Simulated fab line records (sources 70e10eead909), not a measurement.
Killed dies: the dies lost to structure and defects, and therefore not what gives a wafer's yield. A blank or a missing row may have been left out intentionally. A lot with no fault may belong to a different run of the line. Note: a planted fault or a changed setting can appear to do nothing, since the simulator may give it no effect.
Which tool was responsible? | flow nand_harc | Sampling: 23 lots, 69 wafers, 6 of 1302 route steps

## WHAT THE GAUGES READ, wafer by wafer
The record lacks any reading of a measuring or inspecting step that a usual standard deviation could be used to judge.

## TOOL THAT RAN EACH LOT (tool first, then ch and the chambers of the sampled wafers, then the start)
lot  | NHARC_P_M2_STRIP_18                | NHARC_P_M2_PRE_CLEAN_32         | NHARC_P_BONDPAD_CMP_32        | NHARC_P_BONDPAD_ETCH_24                       | NHARC_A_CHANNEL_HOLE_D1_ETCH_39               | NHARC_A_CHANNEL_HOLE_D1_ETCH_33
L074 | rie_diel-03 ch 0,1, day 6 13:02    | pecvd-04 ch 0,1,2, day 6 15:19  | cmp-01 ch 1,3, day 6 16:13    | rie_diel-01 ch 1,2,3, day 8 19:52 or earlier  | rie_diel-10 ch 1,2,3, day 8 19:52 or earlier  | har_etch-01 ch 1, day 8 19:52
L075 | rie_diel-03 ch 0,1,3, day 6 16:10  | pecvd-04 ch 0,2, day 6 18:26    | cmp-03 ch 1,2,3, day 6 19:19  | rie_diel-01 ch 0,1,2, day 9 00:00 or earlier  | rie_diel-12 ch 1,3, day 9 00:00 or earlier    | har_etch-01 ch 0,1, day 9 00:00
L076 | rie_diel-03 ch 1,2,3, day 7 02:42  | pecvd-04 ch 0,2, day 7 04:55    | cmp-04 ch 1,2, day 7 05:48    | rie_diel-05 ch 0,1,3, day 9 14:40 or earlier  | rie_diel-10 ch 0,2,3, day 9 14:40 or earlier  | har_etch-01 ch 0, day 9 14:40
L077 | rie_diel-13 ch 0,1, day 7 20:27    | pecvd-01 ch 0,1,2, day 7 22:43  | cmp-01 ch 0,1, day 7 23:39    | rie_diel-05 ch 2,3, day 10 09:55 or earlier   | rie_diel-10 ch 0,1,2, day 10 09:55 or earlier | har_etch-01 ch 0,1, day 10 09:55
L078 | rie_diel-11 ch 1,2, day 8 01:42    | pecvd-04 ch 0,2, day 8 03:58    | cmp-03 ch 0,1,2, day 8 04:52  | rie_diel-07 ch 0,1, day 10 11:37 or earlier   | rie_diel-10 ch 0,2, day 10 11:37 or earlier   | har_etch-02 ch 0,1, day 10 11:37
L079 | rie_diel-03 ch 0,1,3, day 8 06:47  | pecvd-04 ch 0,1, day 8 08:59    | cmp-04 ch 1,3, day 8 09:53    | rie_diel-01 ch 0,1,2, day 10 13:59 or earlier | rie_diel-10 ch 1,3, day 10 13:59 or earlier   | har_etch-01 ch 0,1, day 10 13:59
L080 | rie_diel-11 ch 0,1, day 8 23:02    | pecvd-04 ch 0,1,2, day 9 01:17  | cmp-04 ch 1,3, day 9 02:11    | rie_diel-05 ch 0,1,3, day 11 04:01 or earlier | rie_diel-10 ch 0,1,3, day 11 04:01 or earlier | har_etch-02 ch 0,1, day 11 04:01
L081 | rie_diel-11 ch 0,1,2, day 9 09:29  | pecvd-03 ch 0,1, day 9 11:44    | cmp-03 ch 1,3, day 9 12:37    | rie_diel-07 ch 1,2,3, day 11 15:55 or earlier | rie_diel-12 ch 1,2, day 11 15:55 or earlier   | har_etch-01 ch 0,1, day 11 15:55
L082 | rie_diel-03 ch 1,2, day 9 22:07    | pecvd-01 ch 0,1, day 10 00:27   | cmp-03 ch 1,2,3, day 10 01:25 | rie_diel-05 ch 1,2, day 12 07:09 or earlier   | rie_diel-02 ch 0,3, day 12 07:09 or earlier   | har_etch-02 ch 0,1, day 12 07:09
L083 | rie_diel-11 ch 0,1,2, day 10 03:47 | pecvd-01 ch 0,1,2, day 10 06:02 | cmp-03 ch 0,1,3, day 10 06:56 | rie_diel-05 ch 1,2,3, day 12 06:32 or earlier | rie_diel-10 ch 0,2,3, day 12 06:32 or earlier | har_etch-01 ch 0,1, day 12 06:32
L084 | rie_diel-11 ch 0,3, day 10 16:32   | pecvd-01 ch 0,2, day 10 18:46   | cmp-03 ch 1,3, day 10 19:40   | rie_diel-07 ch 0,2,3, day 12 19:19 or earlier | rie_diel-10 ch 0,1, day 12 19:19 or earlier   | har_etch-01 ch 0,1, day 12 19:19
L085 | rie_diel-11 ch 0,1,3, day 11 09:43 | pecvd-04 ch 1,2, day 11 11:58   | cmp-03 ch 0,1,2, day 11 13:04 | rie_diel-01 ch 0,1,3, day 13 18:59 or earlier | rie_diel-10 ch 0,1, day 13 18:59 or earlier   | har_etch-02 ch 0,1, day 13 18:59
L086 | rie_diel-11 ch 2,3, day 11 13:08   | pecvd-04 ch 1,2, day 11 15:22   | cmp-04 ch 0,2,3, day 11 16:21 | rie_diel-01 ch 0,1,3, day 13 22:15 or earlier | rie_diel-02 ch 0,1, day 13 22:15 or earlier   | har_etch-01 ch 0,1, day 13 22:15
L087 | rie_diel-13 ch 0,1,3, day 11 19:35 | pecvd-03 ch 0,2, day 11 21:55   | cmp-03 ch 1,2,3, day 11 22:48 | rie_diel-07 ch 0,1,3, day 14 03:32 or earlier | rie_diel-10 ch 0,3, day 14 03:32 or earlier   | har_etch-02 ch 0,1, day 14 03:32
L088 | rie_diel-03 ch 0,1, day 12 12:38   | pecvd-01 ch 1,2, day 12 14:55   | cmp-03 ch 0,1,3, day 12 15:47 | rie_diel-01 ch 0,1,2, day 14 19:44 or earlier | rie_diel-10 ch 2,3, day 14 19:44 or earlier   | har_etch-02 ch 0,1, day 14 19:44
L089 | rie_diel-11 ch 1,3, day 12 13:09   | pecvd-03 ch 0,1,2, day 12 15:26 | cmp-01 ch 0,1,2, day 12 16:19 | rie_diel-07 ch 0,2, day 14 19:11 or earlier   | rie_diel-02 ch 0,3, day 14 19:11 or earlier   | har_etch-01 ch 0,1, day 14 19:11
L091 | rie_diel-13 ch 1,2, day 13 11:29   | pecvd-04 ch 1,2, day 13 13:47   | cmp-01 ch 0,1,2, day 13 14:50 | rie_diel-05 ch 0,1,2, day 15 13:26 or earlier | rie_diel-10 ch 0,2, day 15 13:26 or earlier   | har_etch-01 ch 0,1, day 15 13:26
L092 | rie_diel-03 ch 0,2, day 13 21:30   | pecvd-04 ch 0,1,2, day 13 23:46 | cmp-04 ch 2,3, day 14 00:37   | rie_diel-01 ch 1,2, day 14 02:14              | rie_diel-12 ch 0,1,3, day 16 03:32 or earlier | har_etch-01 ch 0,1, day 16 03:32
L093 | rie_diel-11 ch 0,1,3, day 14 09:43 | pecvd-03 ch 1,2, day 14 12:02   | cmp-03 ch 0,1,3, day 14 12:55 | rie_diel-07 ch 0,1,3, day 16 12:16 or earlier | rie_diel-10 ch 0,2,3, day 16 12:16 or earlier | har_etch-02 ch 0,1, day 16 12:16
L094 | rie_diel-13 ch 0,1,2, day 15 03:01 | pecvd-03 ch 0,1,2, day 15 05:16 | cmp-04 ch 0,2,3, day 15 06:12 | rie_diel-05 ch 0,1,3, day 17 09:30 or earlier | rie_diel-02 ch 0,1,3, day 17 09:30 or earlier | har_etch-01 ch 0,1, day 17 09:30
L095 | rie_diel-03 ch 2,3, day 15 14:47   | pecvd-04 ch 0,1,2, day 15 17:05 | cmp-03 ch 0,1,2, day 15 18:14 | rie_diel-01 ch 0,3, day 17 21:34 or earlier   | rie_diel-10 ch 0,1,3, day 17 21:34 or earlier | har_etch-01 ch 0,1, day 17 21:34
L096 | rie_diel-11 ch 1,2,3, day 15 17:32 | pecvd-01 ch 0,1,2, day 15 19:49 | cmp-01 ch 1,2,3, day 15 20:45 | rie_diel-07 ch 2,3, day 17 23:55 or earlier   | rie_diel-10 ch 1,2, day 17 23:55 or earlier   | har_etch-02 ch 1, day 17 23:55
L097 | rie_diel-13 ch 0,1, day 16 00:51   | pecvd-04 ch 0,1,2, day 16 03:08 | cmp-04 ch 1,2, day 16 04:02   | rie_diel-07 ch 0,1,2, day 18 08:26 or earlier | rie_diel-10 ch 0,1,3, day 18 08:26 or earlier | har_etch-01 ch 0,1, day 18 08:26
- NHARC_P_M2_STRIP_18: strips in N2/H2.
- NHARC_P_M2_PRE_CLEAN_32: time 12 s.
- NHARC_P_BONDPAD_CMP_32: polishes SiCN, target thk 200 nm.
- NHARC_P_BONDPAD_ETCH_24: etches the open film in CF4/N2, target depth 30 nm, time 72.99 s.
- NHARC_A_CHANNEL_HOLE_D1_ETCH_39: etches the open film in N2/H2, target depth 260 nm, time 325 s.
- NHARC_A_CHANNEL_HOLE_D1_ETCH_33: etches the open film in C4F8/O2/Ar, time 90 s, target depth 400 nm.

## AS READ BY THE TOOLS THEMSELVES (means over the sampled wafers that have a number; for cases with no such wafer, the mark the record gives instead)
NHARC_P_M2_STRIP_18. Usual: drypump_motor_current_A 5.9 A, standard deviation 0.36; n2_flow_sccm 150.0 sccm, standard deviation 0.47; oes_product_au 1.004 a.u., standard deviation 0.011; rf_vpp_V 90.9 V, standard deviation 1; showerhead_plenum_p_Torr 2.09 Torr, standard deviation 0.084; throttle_valve_pct 14.171 %, standard deviation 0.0092.
lot  | tool        | drypump_motor_current_A (A) | n2_flow_sccm (sccm) | oes_product_au (a.u.) | rf_vpp_V (V) | showerhead_plenum_p_Torr (Torr) | throttle_valve_pct (%) | flag
L074 | rie_diel-03 | 5.9                         | 150.1               | 0.995                 | 90.5         | 2.01                            | 14.183                 |
L075 | rie_diel-03 | 5.9                         | 150.8               | 1.000                 | 91.0         | 2.07                            | 14.170                 |
L076 | rie_diel-03 | 5.8                         | 150.2               | 0.998                 | 91.4         | 2.11                            | 14.173                 |
L077 | rie_diel-13 | 6.3                         | 150.5               | 1.001                 | 91.8         | 2.14                            | 14.168                 |
L078 | rie_diel-11 | 6.2                         | 149.5               | 1.021                 | 90.4         | 2.06                            | 14.181                 |
L079 | rie_diel-03 | 5.8                         | 149.6               | 0.995                 | 90.5         | 2.07                            | 14.175                 |
L080 | rie_diel-11 | 5.6                         | 150.0               | 1.007                 | 90.5         | 2.02                            | 14.172                 |
L081 | rie_diel-11 | 6.0                         | 149.9               | 1.014                 | 90.6         | 2.07                            | 14.181                 |
L082 | rie_diel-03 | 5.7                         | 149.9               | 1.005                 | 91.0         | 2.09                            | 14.165                 |
L083 | rie_diel-11 | 6.0                         | 150.3               | 1.017                 | 91.3         | 2.07                            | 14.167                 |
L084 | rie_diel-11 | 5.4                         | 149.5               | 0.999                 | 91.6         | 2.15                            | 14.173                 |
L085 | rie_diel-11 | 5.6                         | 150.1               | 1.004                 | 90.6         | 2.08                            | 14.165                 |
L086 | rie_diel-11 | 5.8                         | 150.2               | 1.006                 | 91.3         | 2.20                            | 14.178                 |
L087 | rie_diel-13 | 6.0                         | 149.9               | 1.007                 | 91.9         | 2.12                            | 14.157                 |
L088 | rie_diel-03 | 5.8                         | 150.0               | 1.000                 | 90.5         | 2.01                            | 14.177                 |
L089 | rie_diel-11 | 5.7                         | 149.8               | 0.997                 | 91.3         | 2.14                            | 14.169                 |
L091 | rie_diel-13 | 6.0                         | 150.6               | 0.989                 | 90.4         | 1.97                            | 14.173                 |
L092 | rie_diel-03 | 5.8                         | 149.8               | 1.004                 | 91.8         | 2.06                            | 14.176                 |
L093 | rie_diel-11 | 5.6                         | 150.1               | 0.996                 | 91.8         | 2.08                            | 14.175                 |
L094 | rie_diel-13 | 6.1                         | 149.9               | 0.997                 | 90.6         | 2.05                            | 14.168                 |
L095 | rie_diel-03 | 5.8                         | 149.6               | 1.014                 | 91.0         | 2.13                            | 14.172                 |
L096 | rie_diel-11 | 6.0                         | 150.3               | 1.006                 | 90.8         | 2.12                            | 14.165                 |
L097 | rie_diel-13 | 6.1                         | 150.0               | 1.005                 | 91.0         | 2.12                            | 14.172                 |

NHARC_P_M2_PRE_CLEAN_32. Usual: heater_power_w at 659 W, with a standard deviation of 110.
lot  | tool     | heater_power_w (W) | flag
L074 | pecvd-04 | 682                |
L075 | pecvd-04 | 697                |
L076 | pecvd-04 | 634                |
L077 | pecvd-01 | 706                |
L078 | pecvd-04 | 697                |
L079 | pecvd-04 | 637                |
L080 | pecvd-04 | 594                |
L081 | pecvd-03 | 618                |
L082 | pecvd-01 | 672                |
L083 | pecvd-01 | 660                |
L084 | pecvd-01 | 611                |
L085 | pecvd-04 | 689                |
L086 | pecvd-04 | 720                |
L087 | pecvd-03 | 617                |
L088 | pecvd-01 | 646                |
L089 | pecvd-03 | 570                |
L091 | pecvd-04 | 818                |
L092 | pecvd-04 | 701                |
L093 | pecvd-03 | 544                |
L094 | pecvd-03 | 636                |
L095 | pecvd-04 | 695                |
L096 | pecvd-01 | 667                |
L097 | pecvd-04 | 696                |

NHARC_P_BONDPAD_CMP_32. Usual: motor_current_A at 11.8 A, with a standard deviation of 1.
lot  | tool   | motor_current_A (A) | flag
L074 | cmp-01 | 12.5                |
L075 | cmp-03 | 12.2                |
L076 | cmp-04 | 11.0                |
L077 | cmp-01 | 13.2                |
L078 | cmp-03 | 11.9                |
L079 | cmp-04 | 10.9                |
L080 | cmp-04 | 10.4                |
L081 | cmp-03 | 11.9                |
L082 | cmp-03 | 12.2                |
L083 | cmp-03 | 11.3                |
L084 | cmp-03 | 12.4                |
L085 | cmp-03 | 11.4                |
L086 | cmp-04 | 12.5                |
L087 | cmp-03 | 12.0                |
L088 | cmp-03 | 11.3                |
L089 | cmp-01 | 11.9                |
L091 | cmp-01 | 12.3                |
L092 | cmp-04 | 12.3                |
L093 | cmp-03 | 11.2                |
L094 | cmp-04 | 12.1                |
L095 | cmp-03 | 11.8                |
L096 | cmp-01 | 12.4                |
L097 | cmp-04 | 11.8                |

NHARC_P_BONDPAD_ETCH_24. Usual: drypump_motor_current_A 5.7 A, standard deviation 0.48; n2_flow_sccm 100.0 sccm, standard deviation 0.32; oes_product_au 1.002 a.u., standard deviation 0.0097; rf_vpp_V 313.2 V, standard deviation 1.7; showerhead_plenum_p_Torr 2.57 Torr, standard deviation 0.088; throttle_valve_pct 19.794 %, standard deviation 0.0095.
lot  | tool        | drypump_motor_current_A (A) | n2_flow_sccm (sccm) | oes_product_au (a.u.) | rf_vpp_V (V) | showerhead_plenum_p_Torr (Torr) | throttle_valve_pct (%) | flag
L074 | rie_diel-01 | 5.7                         | 100.1               | 0.993                 | 313.2        | 2.58                            | 19.793                 |
L075 | rie_diel-01 | 5.4                         | 99.9                | 0.999                 | 313.5        | 2.60                            | 19.788                 |
L076 | rie_diel-05 | 5.4                         | 99.7                | 1.006                 | 313.3        | 2.57                            | 19.798                 |
L077 | rie_diel-05 | 5.4                         | 99.9                | 1.004                 | 313.3        | 2.60                            | 19.797                 |
L078 | rie_diel-07 | 6.2                         | 99.9                | 0.992                 | 312.9        | 2.56                            | 19.791                 |
L079 | rie_diel-01 | 5.4                         | 100.0               | 1.002                 | 313.6        | 2.60                            | 19.793                 |
L080 | rie_diel-05 | 5.4                         | 99.8                | 1.000                 | 313.3        | 2.57                            | 19.784                 |
L081 | rie_diel-07 | 6.2                         | 99.9                | 1.001                 | 315.4        | 2.61                            | 19.813                 |
L082 | rie_diel-05 | 5.9                         | 100.0               | 1.005                 | 313.6        | 2.54                            | 19.795                 |
L083 | rie_diel-05 | 5.6                         | 100.0               | 1.006                 | 312.8        | 2.57                            | 19.792                 |
L084 | rie_diel-07 | 6.0                         | 99.8                | 0.989                 | 314.4        | 2.61                            | 19.800                 |
L085 | rie_diel-01 | 5.5                         | 100.3               | 1.003                 | 311.4        | 2.50                            | 19.791                 |
L086 | rie_diel-01 | 5.5                         | 100.0               | 1.004                 | 311.3        | 2.50                            | 19.806                 |
L087 | rie_diel-07 | 6.0                         | 99.9                | 0.983                 | 312.8        | 2.56                            | 19.799                 |
L088 | rie_diel-01 | 5.4                         | 99.9                | 1.006                 | 313.7        | 2.60                            | 19.785                 |
L089 | rie_diel-07 | 6.0                         | 100.1               | 1.000                 | 313.4        | 2.60                            | 19.797                 |
L091 | rie_diel-05 | 5.6                         | 99.7                | 1.008                 | 312.6        | 2.53                            | 19.794                 |
L092 | rie_diel-01 | 5.3                         | 99.9                | 0.997                 | 313.4        | 2.57                            | 19.804                 |
L093 | rie_diel-07 | 6.0                         | 100.0               | 1.001                 | 313.2        | 2.56                            | 19.798                 |
L094 | rie_diel-05 | 5.4                         | 99.8                | 1.000                 | 312.9        | 2.57                            | 19.803                 |
L095 | rie_diel-01 | 5.8                         | 99.9                | 1.008                 | 311.5        | 2.50                            | 19.792                 |
L096 | rie_diel-07 | 6.2                         | 100.1               | 1.008                 | 315.9        | 2.66                            | 19.793                 |
L097 | rie_diel-07 | 6.2                         | 100.1               | 0.998                 | 313.6        | 2.61                            | 19.793                 |

NHARC_A_CHANNEL_HOLE_D1_ETCH_39. Usual: drypump_motor_current_A 5.7 A, standard deviation 0.39; n2_flow_sccm 150.0 sccm, standard deviation 0.46; oes_product_au 1.001 a.u., standard deviation 0.011; rf_vpp_V 430.7 V, standard deviation 2.8; showerhead_plenum_p_Torr 2.05 Torr, standard deviation 0.098; throttle_valve_pct 14.171 %, standard deviation 0.0096.
lot  | tool        | drypump_motor_current_A (A) | n2_flow_sccm (sccm) | oes_product_au (a.u.) | rf_vpp_V (V) | showerhead_plenum_p_Torr (Torr) | throttle_valve_pct (%) | flag
L074 | rie_diel-10 | 5.6                         | 149.8               | 0.999                 | 430.8        | 2.05                            | 14.164                 |
L075 | rie_diel-12 | 6.4                         | 149.9               | 1.006                 | 433.9        | 2.14                            | 14.174                 |
L076 | rie_diel-10 | 5.7                         | 149.9               | 1.010                 | 428.8        | 1.99                            | 14.157                 |
L077 | rie_diel-10 | 5.6                         | 150.1               | 1.010                 | 431.9        | 2.09                            | 14.177                 |
L078 | rie_diel-10 | 5.7                         | 149.6               | 0.993                 | 430.4        | 2.03                            | 14.182                 |
L079 | rie_diel-10 | 5.5                         | 150.1               | 1.001                 | 429.4        | 1.99                            | 14.167                 |
L080 | rie_diel-10 | 5.6                         | 150.3               | 0.999                 | 429.7        | 2.02                            | 14.177                 |
L081 | rie_diel-12 | 5.8                         | 150.2               | 1.012                 | 430.4        | 2.02                            | 14.168                 |
L082 | rie_diel-02 | 6.3                         | 150.1               | 1.004                 | 432.5        | 2.12                            | 14.177                 |
L083 | rie_diel-10 | 5.7                         | 150.0               | 0.996                 | 428.9        | 1.99                            | 14.164                 |
L084 | rie_diel-10 | 5.6                         | 150.7               | 0.991                 | 430.9        | 2.06                            | 14.169                 |
L085 | rie_diel-10 | 5.6                         | 149.9               | 0.981                 | 431.1        | 2.06                            | 14.167                 |
L086 | rie_diel-02 | 6.1                         | 150.2               | 1.004                 | 432.0        | 2.10                            | 14.173                 |
L087 | rie_diel-10 | 5.7                         | 150.2               | 0.990                 | 428.5        | 1.96                            | 14.168                 |
L088 | rie_diel-10 | 5.7                         | 150.4               | 1.012                 | 428.0        | 1.95                            | 14.185                 |
L089 | rie_diel-02 | 6.3                         | 149.6               | 1.003                 | 432.3        | 2.12                            | 14.174                 |
L091 | rie_diel-10 | 5.7                         | 150.0               | 0.991                 | 430.6        | 2.05                            | 14.172                 |
L092 | rie_diel-12 | 6.1                         | 150.1               | 0.990                 | 430.6        | 2.05                            | 14.168                 |
L093 | rie_diel-10 | 5.7                         | 150.1               | 1.004                 | 429.5        | 1.99                            | 14.169                 |
L094 | rie_diel-02 | 5.8                         | 150.2               | 0.999                 | 431.1        | 2.09                            | 14.175                 |
L095 | rie_diel-10 | 5.6                         | 150.1               | 1.007                 | 429.6        | 2.02                            | 14.166                 |
L096 | rie_diel-10 | 5.5                         | 150.2               | 1.003                 | 433.6        | 2.14                            | 14.175                 |
L097 | rie_diel-10 | 5.5                         | 150.1               | 1.009                 | 429.9        | 2.02                            | 14.177                 |

NHARC_A_CHANNEL_HOLE_D1_ETCH_33. Usual: drypump_motor_current_A 5.8 A, standard deviation 0.37; he_backside_leak_sccm 5.8 sccm, standard deviation 0.4; showerhead_plenum_p_Torr 3.69 Torr, standard deviation 0.1; throttle_valve_pct 27.620 %, standard deviation 0.0095.
lot  | tool        | drypump_motor_current_A (A) | he_backside_leak_sccm (sccm) | showerhead_plenum_p_Torr (Torr) | throttle_valve_pct (%) | flag
L074 | har_etch-01 | 6.2                         | 5.8                          | 3.77                            | 27.619                 |
L075 | har_etch-01 | 5.6                         | 5.3                          | 3.77                            | 27.619                 |
L076 | har_etch-01 | 5.3                         | 5.2                          | 3.76                            | 27.614                 |
L077 | har_etch-01 | 5.6                         | 5.5                          | 3.76                            | 27.618                 |
L078 | har_etch-02 | 5.7                         | 5.9                          | 3.62                            | 27.621                 |
L079 | har_etch-01 | 6.0                         | 5.5                          | 3.75                            | 27.621                 |
L080 | har_etch-02 | 5.8                         | 6.4                          | 3.58                            | 27.617                 |
L081 | har_etch-01 | 6.0                         | 5.7                          | 3.74                            | 27.622                 |
L082 | har_etch-02 | 5.8                         | 6.2                          | 3.57                            | 27.620                 |
L083 | har_etch-01 | 5.7                         | 5.7                          | 3.74                            | 27.612                 |
L084 | har_etch-01 | 5.7                         | 5.7                          | 3.74                            | 27.614                 |
L085 | har_etch-02 | 5.8                         | 6.1                          | 3.56                            | 27.626                 |
L086 | har_etch-01 | 5.6                         | 5.5                          | 3.73                            | 27.627                 |
L087 | har_etch-02 | 5.8                         | 6.0                          | 3.56                            | 27.612                 |
L088 | har_etch-02 | 5.7                         | 5.9                          | 3.59                            | 27.614                 |
L089 | har_etch-01 | 5.6                         | 5.7                          | 3.72                            | 27.614                 |
L091 | har_etch-01 | 5.7                         | 5.7                          | 3.72                            | 27.625                 |
L092 | har_etch-01 | 5.9                         | 6.0                          | 3.71                            | 27.630                 |
L093 | har_etch-02 | 5.8                         | 6.3                          | 3.54                            | 27.618                 |
L094 | har_etch-01 | 5.6                         | 5.8                          | 3.70                            | 27.609                 |
L095 | har_etch-01 | 5.9                         | 6.0                          | 3.69                            | 27.631                 |
L096 | har_etch-02 | 5.6                         | 5.1                          | 3.97                            | 27.618                 |
L097 | har_etch-01 | 5.7                         | 5.8                          | 3.69                            | 27.619                 |

## THE ANSWER, worked out from the rows above alone
Rule: a lot counts as off when the mean over its wafers that have a number is more than 3 standard deviations away from the usual mean. Also off: a lot with no number at a reading for which 4 or more lots have one. The other lots that the step has rows for count as sound. The gauges are gone through in route order, then the tools' own readings, and for those a lot's mean is taken as printed above. At the first step where some lot is off, the reading lying furthest off is the one used; lots without a number count as furthest.
Nothing can be told from this: no lot is off at any reading shown.

## WHAT WAS PUT IN BY THE SIMULATOR
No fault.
